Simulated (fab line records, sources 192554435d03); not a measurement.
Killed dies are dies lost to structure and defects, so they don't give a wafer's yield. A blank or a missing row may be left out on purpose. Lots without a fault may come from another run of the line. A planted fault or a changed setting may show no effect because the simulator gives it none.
Which tool did it? | flow n5_finfet | 9 lots, 27 wafers sampled, at 5 steps of a route of 1938

WHAT THE GAUGES READ, wafer by wafer
N5_BEOL_M0_SAQP_CD_MEAS_40: target cd 30 nm. Usual: cd_nm 30.10 nm, standard deviation 0.25.
lot  | measured     | on        | cd_nm (nm)        | flag
L273 | day 5 21:32  | cd_sem-01 | 30.54 30.27 29.98 |
L282 | day 7 22:29  | cd_sem-03 | 29.82 30.87 30.50 |
L284 | day 8 14:23  | cd_sem-03 | 30.28 29.98 30.06 |
L286 | day 9 02:40  | cd_sem-01 | 30.50 29.98 30.11 |
L287 | day 9 08:23  | cd_sem-03 | 30.12 30.16 30.25 |
L288 | day 9 10:53  | cd_sem-01 | 30.38 30.38 29.94 |
L290 | day 10 03:38 | cd_sem-02 | 30.07 29.95 29.94 |
L294 | day 11 02:07 | cd_sem-02 | 29.94 30.17 29.82 |
L295 | day 11 04:10 | cd_sem-03 | 30.22 30.17 29.85 |

N5_BEOL_M4_RC_MEAS_101. Usual: DIBL_N 36.6 mV/V, standard deviation 1.9; DIBL_P 36.7 mV/V, standard deviation 2.2; IOFF_N 0.16 nA/um, standard deviation 0.035; IOFF_P 0.22 nA/um, standard deviation 0.038; ION_N 672 uA/um, standard deviation 14; ION_P 462 uA/um, standard deviation 8.3; SS_N 71.6 mV/dec, standard deviation 0.65; SS_P 73.5 mV/dec, standard deviation 0.72; VT_N 250 mV, standard deviation 3.5; VT_P -250 mV, standard deviation 3.1.
lot  | measured     | on        | DIBL_N (mV/V)  | DIBL_P (mV/V)  | IOFF_N (nA/um) | IOFF_P (nA/um) | ION_N (uA/um) | ION_P (uA/um) | SS_N (mV/dec)  | SS_P (mV/dec)  | VT_N (mV)   | VT_P (mV)      | flag
L273 | day 9 11:10  | prober-01 | 39.2 37.5 33.2 | 40.5 39.0 32.6 | 0.22 0.17 0.10 | 0.34 0.29 0.18 | 686 677 646   | 483 471 455   | 71.1 71.0 69.9 | 74.5 73.9 72.5 | 243 247 255 | -239 -244 -252 |
L282 | day 11 09:17 | prober-02 | 36.3 37.3 36.5 | 36.6 38.0 37.6 | 0.15 0.16 0.16 | 0.21 0.23 0.22 | 678 659 681   | 468 459 463   | 71.1 71.4 71.4 | 73.3 74.0 73.7 | 252 250 247 | -252 -248 -250 |
L284 | day 11 14:56 | prober-01 | 32.7 36.4 33.4 | 34.8 38.2 34.6 | 0.12 0.18 0.12 | 0.18 0.23 0.18 | 655 670 665   | 459 466 460   | 70.9 72.2 71.6 | 72.7 73.1 72.6 | 252 249 253 | -252 -249 -252 |
L286 | day 12 08:23 | prober-01 | 35.5 33.3 35.3 | 35.2 32.9 34.6 | 0.13 0.11 0.14 | 0.18 0.16 0.18 | 650 656 665   | 451 459 452   | 71.8 70.9 71.5 | 73.1 72.7 73.1 | 252 254 253 | -251 -254 -251 |
L287 | day 12 15:44 | prober-02 | 34.9 36.9 36.8 | 35.8 37.6 38.6 | 0.13 0.18 0.17 | 0.18 0.22 0.24 | 671 673 672   | 456 454 463   | 72.0 72.6 71.8 | 73.1 73.7 73.5 | 253 250 249 | -253 -250 -248 |
L288 | day 12 19:28 | prober-01 | 36.6 37.8 41.0 | 32.5 34.6 37.7 | 0.13 0.16 0.23 | 0.18 0.22 0.27 | 661 673 677   | 455 457 462   | 71.1 71.8 72.7 | 73.0 74.1 74.2 | 252 247 244 | -254 -249 -249 |
L290 | day 13 05:08 | prober-02 | 36.2 36.8 35.7 | 37.9 38.9 37.4 | 0.19 0.19 0.18 | 0.24 0.25 0.23 | 674 671 679   | 467 464 465   | 71.5 71.4 72.3 | 74.5 73.9 73.9 | 246 248 247 | -247 -248 -247 |
L294 | day 14 14:19 | prober-02 | 38.1 35.2 35.7 | 37.1 34.2 34.4 | 0.19 0.14 0.14 | 0.25 0.19 0.21 | 669 680 678   | 458 466 474   | 71.4 71.2 71.6 | 73.8 72.6 73.6 | 249 251 249 | -248 -250 -248 |
L295 | day 14 07:49 | prober-02 | 38.0 39.0 37.8 | 37.2 39.1 36.6 | 0.19 0.23 0.18 | 0.26 0.31 0.25 | 699 682 674   | 472 467 463   | 71.8 71.8 72.4 | 73.5 74.1 73.6 | 249 245 248 | -244 -244 -245 |

WHICH TOOL RAN EACH LOT (tool, then ch and the chambers of the sampled wafers, then the start)
lot  | N5_BEOL_M0_SAQP_CUT_ETCH_46        | N5_BEOL_M0_ETCH_138               | N5_BEOL_M0_PRE_CLEAN_113
L273 | rie_diel-06 ch 0,3, day 5 21:44    | rie_diel-04 ch 0,1,2, day 5 23:15 | pvd_sputter-02, day 6 03:05
L282 | rie_diel-06 ch 0,1,3, day 7 22:42  | rie_diel-04 ch 2,3, day 8 00:29   | pvd_sputter-01, day 8 03:52
L284 | rie_diel-06 ch 0,2,3, day 8 14:35  | rie_diel-04 ch 0,1,2, day 8 16:06 | pvd_sputter-02, day 8 17:23
L286 | rie_diel-06 ch 1,2, day 9 02:52    | rie_diel-02 ch 2,3, day 9 04:26   | pvd_sputter-03, day 9 07:49
L287 | rie_diel-01 ch 0,1,2, day 9 08:35  | rie_diel-02 ch 1,2,3, day 9 10:13 | pvd_sputter-03, day 9 12:53
L288 | rie_diel-06 ch 1,2, day 9 11:07    | rie_diel-05 ch 2,3, day 9 12:34   | pvd_sputter-02, day 9 15:53
L290 | rie_diel-03 ch 1,2,3, day 10 03:55 | rie_diel-02 ch 1,2, day 10 06:23  | pvd_sputter-01, day 10 11:13
L294 | rie_diel-01 ch 0,1,3, day 11 02:19 | rie_diel-04 ch 0,3, day 11 03:59  | pvd_sputter-02, day 11 07:05
L295 | rie_diel-01 ch 1,2,3, day 11 04:22 | rie_diel-02 ch 2,3, day 11 05:53  | pvd_sputter-02, day 11 07:17
- N5_BEOL_M0_SAQP_CUT_ETCH_46: etches SOC in N2/H2, target depth 135 nm, overetch 27 nm, time 202.5 s.
- N5_BEOL_M0_ETCH_138: etches SiCN in CH3F/O2, target depth 12 nm, time 31.6 s.
- N5_BEOL_M0_PRE_CLEAN_113: time 30 s.

WHAT THE TOOLS THEMSELVES READ (means of the sampled wafers that have a number; where no wafer has one, the mark that the record gives instead)
N5_BEOL_M0_SAQP_CUT_ETCH_46. Usual: bias_w 150.0 W, standard deviation 0.44; chamber_pressure_mTorr 29.999 mTorr, standard deviation 0.027; drypump_motor_current_A 5.8 A, standard deviation 0.53; rf_vpp_V 524.4 V, standard deviation 2.3; showerhead_plenum_p_Torr 2.56 Torr, standard deviation 0.076; throttle_valve_pct 17.75 %, standard deviation 0.26.
lot  | tool        | bias_w (W) | chamber_pressure_mTorr (mTorr) | drypump_motor_current_A (A) | rf_vpp_V (V) | showerhead_plenum_p_Torr (Torr) | throttle_valve_pct (%) | flag
L273 | rie_diel-06 | 150.4      | 30.011                         | 6.2                         | 525.1        | 2.57                            | 17.51                  |
L282 | rie_diel-06 | 149.7      | 30.004                         | 5.9                         | 525.1        | 2.58                            | 17.62                  |
L284 | rie_diel-06 | 149.9      | 29.973                         | 6.2                         | 525.4        | 2.60                            | 17.59                  |
L286 | rie_diel-06 | 149.7      | 30.006                         | 5.5                         | 525.3        | 2.61                            | 17.90                  |
L287 | rie_diel-01 | 150.0      | 30.033                         | 5.9                         | 523.6        | 2.54                            | 17.92                  |
L288 | rie_diel-06 | 149.9      | 30.006                         | 5.5                         | 526.0        | 2.61                            | 17.89                  |
L290 | rie_diel-03 | 150.2      | 30.005                         | 4.9                         | 521.7        | 2.49                            | 17.96                  |
L294 | rie_diel-01 | 150.2      | 30.002                         | 6.0                         | 521.7        | 2.47                            | 17.81                  |
L295 | rie_diel-01 | 149.8      | 30.012                         | 6.0                         | 523.2        | 2.52                            | 17.73                  |

N5_BEOL_M0_ETCH_138. Usual: bias_w 74.96 W, standard deviation 0.2; chamber_pressure_mTorr 30.000 mTorr, standard deviation 0.028; drypump_motor_current_A 5.8 A, standard deviation 0.44; etch_rf_on_time_s 29.6 s, standard deviation 1; oes_product_au 0.63 a.u., standard deviation 0.051; rf_vpp_V 297.4 V, standard deviation 1.7; showerhead_plenum_p_Torr 2.00 Torr, standard deviation 0.077; throttle_valve_pct 16.39 %, standard deviation 0.25.
lot  | tool        | bias_w (W) | chamber_pressure_mTorr (mTorr) | drypump_motor_current_A (A) | etch_rf_on_time_s (s) | oes_product_au (a.u.) | rf_vpp_V (V) | showerhead_plenum_p_Torr (Torr) | throttle_valve_pct (%) | flag
L273 | rie_diel-04 | 74.92      | 29.965                         | 5.7                         | 29.0                  | 0.65                  | 296.4        | 1.98                            | 16.28                  |
L282 | rie_diel-04 | 82.01      | 29.985                         | 5.9                         | 28.0                  | 0.64                  | 313.5        | 1.96                            | 16.41                  | OFF
L284 | rie_diel-04 | 82.04      | 30.002                         | 5.7                         | 29.4                  | 0.65                  | 314.1        | 1.97                            | 16.32                  | OFF
L286 | rie_diel-02 | 74.97      | 29.999                         | 5.4                         | 29.2                  | 0.65                  | 296.8        | 2.01                            | 16.30                  |
L287 | rie_diel-02 | 74.77      | 30.002                         | 5.7                         | 30.2                  | 0.64                  | 298.2        | 2.05                            | 16.36                  |
L288 | rie_diel-05 | 75.03      | 29.998                         | 5.8                         | 29.2                  | 0.62                  | 298.2        | 2.03                            | 16.25                  |
L290 | rie_diel-02 | 74.91      | 29.988                         | 6.0                         | 29.9                  | 0.63                  | 299.1        | 2.07                            | 16.43                  |
L294 | rie_diel-04 | 75.00      | 30.000                         | 5.7                         | 30.1                  | 0.60                  | 298.0        | 2.02                            | 16.51                  |
L295 | rie_diel-02 | 75.09      | 30.007                         | 5.9                         | 28.9                  | 0.66                  | 298.2        | 2.06                            | 16.30                  |

N5_BEOL_M0_PRE_CLEAN_113. Usual: heater_power_w 341 W, standard deviation 35.
lot  | tool           | heater_power_w (W) | flag
L273 | pvd_sputter-02 | 352                |
L282 | pvd_sputter-01 | 322                |
L284 | pvd_sputter-02 | 353                |
L286 | pvd_sputter-03 | 354                |
L287 | pvd_sputter-03 | 323                |
L288 | pvd_sputter-02 | 337                |
L290 | pvd_sputter-01 | 316                |
L294 | pvd_sputter-02 | 343                |
L295 | pvd_sputter-02 | 359                |

THE ANSWER, worked out from the rows above alone
Rule: a lot is off if the mean of its wafers that have a number lies more than 3 standard deviations from the usual mean. A lot without any number at a reading at which 4 lots or more have one is off too. The other lots that the step has rows for count as sound. The gauges are gone through in route order, then the tools' own readings, and for those a lot's mean is taken as printed above. The first step at which some lot is off is used, and at that step the reading that is off furthest; a lot without a number counts as furthest.
Off: L282, L284, at N5_BEOL_M0_ETCH_138 (bias_w).
A tool fits if, at that step or a process step before it, it ran every lot that is off, and no sound lot after the first of them. None of those tried fits.

WHAT THE SIMULATOR HAD PUT IN
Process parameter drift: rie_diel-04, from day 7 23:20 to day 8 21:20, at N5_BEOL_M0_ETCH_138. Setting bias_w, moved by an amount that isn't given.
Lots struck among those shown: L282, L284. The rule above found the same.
